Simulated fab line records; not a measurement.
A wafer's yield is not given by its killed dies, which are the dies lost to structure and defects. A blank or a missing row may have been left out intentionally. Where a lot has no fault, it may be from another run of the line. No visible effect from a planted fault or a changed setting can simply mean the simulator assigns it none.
Which tool was responsible?    flow nand harc    18 wafers from 6 lots sampled at 4 of the route's 1302 steps

WHAT EACH GAUGE READ, for each wafer
NHARC_END_SORT_01.
lot   measured      on         killed at periphery
L486  day 25 13:59  prober-01  1 4 3
L503  day 32 17:28  prober-01  4 3 5
L506  day 33 04:23  prober-02  3 2 3

EACH LOT AND THE TOOL THAT RAN IT (in order: tool; ch and the chambers of the sampled wafers; start)
lot   NHARC_A_CONTACT_ETCH_49             NHARC_A_CONTACT_ETCH_113              NHARC_A_CONTACT_ETCH_114
L486  rie diel-04 ch 0,1,2, day 22 02:30  har cap etch-02 ch 0, day 22 04:33    har cap etch-02 ch 0, day 22 04:43
L490  rie diel-04 ch 0,1,2, day 23 01:40  har cap etch-03 ch 0,1, day 23 03:42  har cap etch-03 ch 0,1, day 23 03:52
L492  rie diel-04 ch 1,2, day 23 21:40    har cap etch-01 ch 0,1, day 23 23:41  har cap etch-01 ch 0,1, day 23 23:51
L503  rie diel-04 ch 0,1,2, day 29 12:18  har cap etch-01 ch 0,1, day 29 14:18  har cap etch-01 ch 0,1, day 29 14:28
L506  rie diel-02 ch 1,2,3, day 29 20:08  har cap etch-02 ch 0,1, day 29 22:08  har cap etch-02 ch 0,1, day 29 22:19
L509  rie diel-03 ch 0,1,2, day 30 20:58  har cap etch-01 ch 0,1, day 30 23:00  har cap etch-01 ch 0,1, day 30 23:10
- NHARC_A_CONTACT_ETCH_49: etches the open film in N2/H2, target depth 260 nm, time 475.3 s.
- NHARC_A_CONTACT_ETCH_113: etches the open film in C4F8/O2/Ar, time 190 s, target depth 1850 nm.
- NHARC_A_CONTACT_ETCH_114: etches the open film in C4F8/O2/Ar, time 190 s, target depth 1850 nm.

THE ANSWER, worked out from the rows above alone
Rule: what is usual is taken from the lots themselves. Put in order of their means at a reading, lots are off if they are a third of the lots or fewer, leave a main group of 4 or more, and stand apart from it by a gap of 3 or more times the standard deviation of the main group's means; of several such gaps the widest counts. The tables above print the reading to a certain number of digits; a main group whose means all agree to those digits is not used. Also off: a lot with no number at a reading for which 4 or more lots have one. Where the step has rows for the other lots, those lots are counted as sound.
Nothing can be told from this: no lot is off at any reading shown.

WHAT WAS PUT IN BY THE SIMULATOR
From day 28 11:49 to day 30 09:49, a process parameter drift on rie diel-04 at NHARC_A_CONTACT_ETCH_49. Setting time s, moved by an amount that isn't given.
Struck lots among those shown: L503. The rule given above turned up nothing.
